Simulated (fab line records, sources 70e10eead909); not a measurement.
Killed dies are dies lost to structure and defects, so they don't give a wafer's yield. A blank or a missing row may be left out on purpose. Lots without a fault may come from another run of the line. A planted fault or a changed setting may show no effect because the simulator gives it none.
fab line records | flow nand_harc
record lots=5 wafers=15 last_day=22
route steps=1159 shown P_M0@264 END@1159
lots that met no fault: from a run of the same line without faults
start_h: hours from the record's first day to the start of the lot's first wafer shown | wait_h: hours since the lot's step before | " the same as in the row above | L1.1+2: a row that stands for several wafers | - no value, or no start given | * or withheld: withheld | < > ~ a bound
route shown NAME@n: a module of which the file shows steps, and the number in the route of the first | usual: mean/standard deviation of fault-free wafers | same: alike in all rows | chamber/n: place in a boat | sites: the reading at each site | _std_site: their standard deviation | _edge_site: outer sites' mean less inner sites' | radius_mm: how far each site lies from the wafer's centre | mask NAME#n: copy n | behind: the tool/chamber that last shaped the wafer | hold: why the lot was held/for how many hours/how that ended | device: the transistor (n, p or np) that didn't switch | end of line: the same wafers' tests at the end of the route | a step without rows: its recipe alone | killed: dies lost to structure and defects at the first sort, not the wafer's yield | map: a wafer's dies, x killed, . not, _ none there
set.NAME: the setting as run; set.NAME@STEP: as run at that earlier step | model.NAME: the simulator's own value behind a step, which no gauge read
lots at some steps of the route; a table a step, a row a wafer
services: from which hour (start_h, from the record's first day; less than 0 if before it) a tool's chamber was out of use, for how many hours, and why
## steps
# step NHARC_P_M0_OVL_MEAS_10
# recipe pitch_nm=180
# usual overlay_x_nm=-0.2/0.9 overlay_y_nm=-0.1/0.75
# columns lot.wafer tool chamber start_h wait_h overlay_x_nm overlay_y_nm
L757.2 overlay-01 - 134.16 - -0.4 0.4
L757.4 " - " " -0.4 0.3
L757.5 " - " " -0.1 0.6
L760.2 overlay-02 - 157.77 - -0.3 0.9
L760.3 " - " " -0.5 -0.1
L760.4 " - " " -0.4 0.5
L764.2 overlay-02 - 170.44 - 0.8 -1.4
L764.3 " - " " 0.6 -1.2
L764.5 " - " " 0.1 -1.4
L765.1 overlay-02 - 194.59 - -0.5 0.2
L765.4 " - " " -0.7 0.1
L765.5 " - " " -0.1 0.7
L769.2 overlay-01 - 213.16 - -0.6 -1.3
L769.4 " - " " -0.9 -2.3
L769.5 " - " " -1.1 -2.0
# step NHARC_P_M0_INSPECT_11
# usual raw_defect_count=3.8/2.4
# columns lot.wafer tool chamber start_h wait_h raw_defect_count
L757.2 defect_inspect-02 - 134.19 0.0 3
L757.4 " - " " 3
L757.5 " - " " 7
L760.2 defect_inspect-02 - 157.81 0.0 2
L760.3 " - " " 4
L760.4 " - " " 4
L764.2 defect_inspect-02 - 170.48 0.0 3
L764.3 " - " " 3
L764.5 " - " " 6
L765.1 defect_inspect-01 - 194.63 0.0 2
L765.4 " - " " 2
L765.5 " - " " 2
L769.2 defect_inspect-02 - 213.20 0.0 2
L769.4 " - " " 1
L769.5 " - " " 3
# step NHARC_P_M0_DESCUM_14
# recipe time_s=3 o2_flow_sccm=200 ar_flow_sccm=0 bias_power_w=0 chemistry=O2
# usual drypump_motor_current_A=5.6/0.46 oes_product_au=1.002/0.011 rf_vpp_V=57.6/0.83 showerhead_plenum_p_Torr=1.88/0.073 throttle_valve_pct=11.310/0.0092
# same bias_power_w=0
# columns lot.wafer tool chamber start_h wait_h drypump_motor_current_A oes_product_au rf_hours_counter_h rf_vpp_V showerhead_plenum_p_Torr throttle_valve_pct
L757.4 rie_diel-07 0 134.25 0.1 5.1 1.008 4 56.7 1.92 11.301
L757.2 " 2 " " 5.4 1.008 5 59.0 1.93 11.321
L757.5 " 0 " " 5.1 0.997 - 56.9 1.92 11.314
L760.3 rie_diel-06 1 157.87 0.1 6.4 1.015 5 57.3 1.97 11.301
L760.2 " 2 " " 5.1 1.021 5 58.6 1.81 11.299
L760.4 " 3 " " 5.8 0.991 5 55.8 1.82 11.298
L764.3 rie_diel-07 0 170.54 0.1 5.1 0.998 7 57.6 1.92 11.317
L764.2 " 1 " " 5.4 0.997 9 56.2 1.81 11.324
L764.5 " 0 " " 5.1 0.987 - 57.8 1.92 11.305
L765.1 rie_diel-13 2 194.70 0.1 5.3 0.991 6 58.4 2.00 11.295
L765.4 " 3 " " 5.5 0.989 6 56.5 1.79 11.311
L765.5 " 2 " " 5.3 0.993 - 58.6 2.00 11.315
L769.2 rie_diel-13 2 213.28 0.1 5.3 0.990 9 58.3 2.00 11.300
L769.4 " 0 " " 5.8 0.997 - 58.5 1.84 11.318
L769.5 " 2 " " 5.3 0.983 - 56.8 2.00 11.316
# step NHARC_P_M0_ETCH_34
# recipe target_depth_a=400 overetch_a=120 time_s=43.94 ion_energy_ev=200 n2_flow_sccm=150 h2_flow_sccm=150 ar_flow_sccm=0 rf_w=400 bias_w=150 chemistry=N2/H2
# step NHARC_P_M0_ETCH_15
# recipe target_depth_a=1500 overetch_a=150 time_s=82.5 c4f8_flow_sccm=withheld ar_flow_sccm=400 rf_w=600 bias_w=300 chemistry=C4F8/Ar
# step NHARC_P_M0_CD_MEAS_16
# usual cd_nm=89.7/0.82
# columns lot.wafer tool chamber start_h wait_h cd_nm
L757.2 cd_sem-03 - 134.56 - 90.4
L757.4 " - " " 90.3
L757.5 " - " " 91.3
L760.2 cd_sem-02 - 158.17 - 90.8
L760.3 " - " " 89.9
L760.4 " - " " 89.5
L764.2 cd_sem-03 - 170.88 - 91.3
L764.3 " - " " 88.1
L764.5 " - " " 88.6
L765.1 cd_sem-01 - 195.03 - 89.1
L765.4 " - " " 89.5
L765.5 " - " " 90.0
L769.2 cd_sem-03 - 213.60 - 90.4
L769.4 " - " " 89.9
L769.5 " - " " 90.0
# step NHARC_P_M0_STRIP_18
# recipe power_w=1000 n2_flow_sccm=150 h2_flow_sccm=150 ar_flow_sccm=0 bias_w=0 chemistry=N2/H2
# usual drypump_motor_current_A=5.6/0.46 oes_product_au=1.003/0.011 rf_vpp_V=90.4/0.89 showerhead_plenum_p_Torr=2.00/0.08 throttle_valve_pct=14.172/0.0081
# columns lot.wafer tool chamber start_h wait_h drypump_motor_current_A oes_product_au rf_hours_counter_h rf_vpp_V showerhead_plenum_p_Torr throttle_valve_pct
L757.2 rie_diel-06 2 134.63 0.1 5.1 1.010 3 90.2 1.93 14.178
L757.4 " 0 " " 5.4 1.016 4 90.4 2.09 14.169
L757.5 " 2 " " 5.0 1.015 - 90.6 1.93 14.163
L760.4 rie_diel-13 2 158.27 0.1 5.3 0.992 3 91.4 2.14 14.179
L760.3 " 3 " " 5.5 0.982 4 89.6 1.91 14.173
L760.2 " 0 " " 5.7 1.001 4 90.4 1.96 14.192
L764.2 rie_diel-07 1 170.95 0.1 5.4 0.999 9 91.5 1.92 14.161
L764.3 " 3 " " 6.3 0.993 8 89.5 1.95 14.167
L764.5 " 1 " " 5.4 0.995 - 89.9 1.92 14.168
L765.1 rie_diel-06 2 195.13 0.1 5.0 1.014 7 88.3 1.93 14.173
L765.4 " 3 " " 5.8 0.994 7 90.3 1.94 14.176
L765.5 " 2 " " 5.0 1.012 - 91.3 1.93 14.179
L769.2 rie_diel-06 2 213.73 0.1 5.1 1.007 9 89.6 1.92 14.169
L769.4 " 3 " " 5.8 1.010 8 89.7 1.94 14.159
L769.5 " 1 " " 6.4 0.996 - 90.3 2.10 14.169
# step NHARC_P_M0_STRIP_19
# recipe time_s=600 temp_c=30 chemistry=post_etch_residue_remover
# step NHARC_P_M0_DEGAS_28
# recipe temp_c=250 time_s=60
# usual heater_power_w=341/34
# columns lot.wafer tool chamber start_h wait_h heater_power_w
L757.4 pvd_sputter-02 - 135.18 - 338
L757.2 " - " " 387
L757.5 " - " " 307
L760.3 pvd_sputter-02 - 158.78 - 324
L760.4 " - " " 400
L760.2 " - " " 330
L764.2 pvd_sputter-03 - 171.55 - 376
L764.3 " - " " 328
L764.5 " - " " 326
L765.4 pvd_sputter-01 - 195.64 - 326
L765.1 " - " " 392
L765.5 " - " " 310
L769.2 pvd_sputter-03 - 214.22 - 366
L769.4 " - " " 327
L769.5 " - " " 328
# step NHARC_P_M0_PRE_CLEAN_29
# recipe time_s=30 temp_c=280 gas=H2/He
# step NHARC_P_M0_PVD_20
# recipe target_thk_a=50 bias_v=168.6 power_w=15000 chamber_pressure_pa=0.12 time_s=8.06 substrate_temp_c=50 material=TaN
# step NHARC_P_M0_PVD_21
# recipe target_thk_a=300 chamber_pressure_pa=5 power_w=5000 substrate_temp_c=30 time_s=20.49 material=Cu
# usual throttle_valve_pct=30.2/1
# columns lot.wafer tool chamber start_h wait_h throttle_valve_pct
L757.4 pvd_sputter-02 - - - 31.2
L757.2 " - " " 30.0
L757.5 " - " " 31.4
L760.3 pvd_sputter-02 - - - 31.3
L760.4 " - " " 30.7
L760.2 " - " " 30.8
L764.2 pvd_sputter-03 - - - 29.8
L764.3 " - " " 30.6
L764.5 " - " " 29.8
L765.4 pvd_sputter-01 - - - 27.4
L765.1 " - " " 31.5
L765.5 " - " " 30.5
L769.4 pvd_sputter-03 - - - 29.4
L769.2 " - " " 29.3
L769.5 " - " " 29.6
# step NHARC_P_M0_ECD_22
# recipe target_thk_a=4000 bath_temp_c=25 material=Cu
# columns lot.wafer tool chamber start_h wait_h
L757.2+4+5 ecd_cu-01 0,0,1 135.53 -
L760.2+3+4 ecd_cu-02 1,1,0 159.14 -
L764.2+3+5 ecd_cu-02 1,0,0 171.96 -
L765.1+4+5 ecd_cu-01 1,1,0 196.05 -
L769.2+4+5 ecd_cu-02 0,1,1 214.58 -
# step NHARC_P_M0_ANNEAL_30
# recipe temp_c=225 time_s=90
# usual wafer_temp_C_max=226.5/0.45
# columns lot.wafer tool chamber start_h wait_h wafer_temp_C_max
L757.2 rtp_anneal-01 0 135.96 - 226.4
L757.4 " 0 " " 226.9
L757.5 " 0 " " 226.8
L760.2 rtp_anneal-02 0 159.63 - 226.0
L760.3 " 0 " " 225.9
L760.4 " 0 " " 226.0
L764.2 rtp_anneal-01 0 172.33 - 226.8
L764.3 " 0 " " 226.5
L764.5 " 0 " " 226.8
L765.1 rtp_anneal-01 0 196.38 0.3 226.3
L765.4 " 0 " " 226.8
L765.5 " 0 " " 226.3
L769.2 rtp_anneal-02 0 215.01 0.4 225.8
L769.4 " 0 " " 226.0
L769.5 " 0 " " 225.7
# step NHARC_P_M0_CMP_23
# recipe t_overpolish_s=20 target_thk_nm=117.53
# usual motor_current_A=12.5/1.1 time_to_endpoint_s=29.3/2.5
# columns lot.wafer tool chamber start_h wait_h motor_current_A time_to_endpoint_s
L757.4 cmp-03 1 136.25 - 12.6 28.7
L757.2 " 2 " " 12.4 34.8
L757.5 " 2 " " 12.4 33.3
L760.2 cmp-03 1 160.18 - 12.6 25.4
L760.3 " 2 " " 12.6 32.3
L760.4 " 0 " " 12.7 26.8
L764.3 cmp-03 2 172.68 - 12.9 31.3
L764.2 " 3 " " 13.2 30.8
L764.5 " 0 " " 13.1 28.6
L765.1 cmp-03 3 196.75 - 14.3 31.6
L765.4 " 1 " " 11.8 27.9
L765.5 " 2 " " 13.1 31.0
L769.2 cmp-01 2 215.34 - 10.9 28.6
L769.4 " 3 " " 11.7 27.4
L769.5 " 2 " " 11.4 9.8
# step NHARC_P_M0_THK_MEAS_24
# recipe thk_meas_gauge=xrf
# usual thk_nm=117.5/1.4
# columns lot.wafer tool chamber start_h wait_h thk_nm
L757.2 film_metro-01 - 136.57 - 117.8
L757.4 " - " " 115.6
L757.5 " - " " 118.5
L760.2 film_metro-01 - 160.50 - 118.3
L760.3 " - " " 119.7
L760.4 " - " " 119.1
L764.2 film_metro-01 - 172.94 - 117.4
L764.3 " - " " 119.0
L764.5 " - " " 115.7
L765.1 film_metro-02 - 197.04 - 119.4
L765.4 " - " " 116.7
L765.5 " - " " 118.0
L769.2 film_metro-01 - 215.63 - 115.7
L769.4 " - " " 116.5
L769.5 " - " " 116.3
# step NHARC_END_SORT_01
# recipe temp_c=25
# usual defect_limited_yield=95.3/1.3 killed_at_array=28/8.6 killed_at_other=0.7/1.2 killed_at_periphery=3.1/2.3 killed_dies=32/8.7 killed_open=3.2/1.7 killed_short=2.0/1.5 sort_bin_2_pct=1.5/0.58 sort_bin_3_pct=0.28/0.22 sort_bin_4_pct=3.0/0.86 sort_n_pass=645/8.7 sort_rim_yield_pct=97.8/1.4 sort_yield_pct=95.3/1.3
# same gross_dies=677 sort_bin_5_pct[%]=0 sort_bin_6_pct[%]=0 sort_bin_7_pct[%]=0 sort_bin_8_pct[%]=0 sort_rim_n_gross=106.00
# columns lot.wafer tool chamber start_h wait_h defect_limited_yield[%] killed_at_array killed_at_other killed_at_periphery killed_dies killed_open killed_short sort_bin_2_pct[%] sort_bin_3_pct[%] sort_bin_4_pct[%] sort_n_pass sort_rim_yield_pct[%] sort_yield_pct[%]
L769.2 prober-01 0 530.80 2.8 95.1 29 1 3 33 2 0 1.6 0.44 2.8 644 98.1 95.1
L769.4 prober-01 0 532.37 3.3 95.0 32 0 2 34 5 2 1.3 0.15 3.5 643 97.2 95.0
L769.5 prober-01 0 533.15 3.6 95.3 29 1 2 32 1 1 1.5 0.15 3.1 645 96.2 95.3
# killed by level:class
L769.2 A_CHANNEL_HOLE_D1:chamber_film_flake=25 P_CONTACT:chamber_film_flake=2 A_CONTACT:chamber_film_flake=2 P_CONTACT:geometric_particle:open=1 A_CONTACT:geometric_particle:open=1 A_STAIRCASE:chamber_film_flake=1 THIN_TSV:chamber_film_flake=1
L769.4 A_CHANNEL_HOLE_D1:chamber_film_flake=16 A_CONTACT:chamber_film_flake=7 A_STAIRCASE:chamber_film_flake=2 P_GATE:geometric_particle:open=1 A_SOURCE_PLATE:geometric_particle:open=1 A_ONON_D1:geometric_particle:short=1 A_CONTACT:geometric_particle:open=1 A_BLC:geometric_particle:open=1
L769.5 A_CHANNEL_HOLE_D1:chamber_film_flake=19 A_CONTACT:chamber_film_flake=7 A_STAIRCASE:chamber_film_flake=2 P_GATE:geometric_particle:open=1 A_CHANNEL_FILL_D1:geometric_particle:short=1 P_CONTACT:chamber_film_flake=1 THIN_TSV:chamber_film_flake=1
## services
# columns tool chamber start_h hours kind
rie_diel-13 - 121.65 1.4 repair
rie_diel-06 0 122.21 - clean
rie_diel-06 1 122.21 - clean
rie_diel-06 2 122.21 - clean
rie_diel-06 3 122.21 - clean
pvd_sputter-02 - 125.49 1.7 repair
pvd_sputter-01 - 137.52 0.8 repair
ecd_cu-01 - 145.26 0.3 repair
rie_diel-07 2 148.40 42.1 repair
cmp-03 - 156.13 4.0 pm
pvd_sputter-01 - 158.09 10.0 pm
rie_diel-13 - 162.34 0.3 repair
cmp-01 - 179.50 4.0 pm
ecd_cu-02 - 180.53 8.0 pm
cmp-03 - 186.21 4.1 repair
rie_diel-06 3 187.88 5.2 repair
rie_diel-07 0 189.71 6.5 repair
rie_diel-13 0 191.58 1.4 repair
pvd_sputter-03 - 194.66 1.5 repair
pvd_sputter-03 - 199.85 2.3 repair
ecd_cu-02 - 200.65 2.0 repair
rie_diel-13 1 201.86 13.0 repair
cmp-01 - 212.13 1.0 repair
pvd_sputter-02 - 214.00 10.0 pm
## key
first_sign step=NHARC_P_M0_CMP_23 reading=time_to_endpoint_s direction=down sigmas=7.9 usual=* struck=*
effect none on later readings
met_at NHARC_P_M0_ECD_22
struck_wafers L769.5
onset_between 171.96 214.58
fault kind=process_parameter_drift tool=ecd_cu-02 chamber=- onset_h=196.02 steps=NHARC_P_M0_ECD_22 channel=target_thk_a offset=* shape=step end_h=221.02 scope=struck_wafers_only acts_in=* stated=*
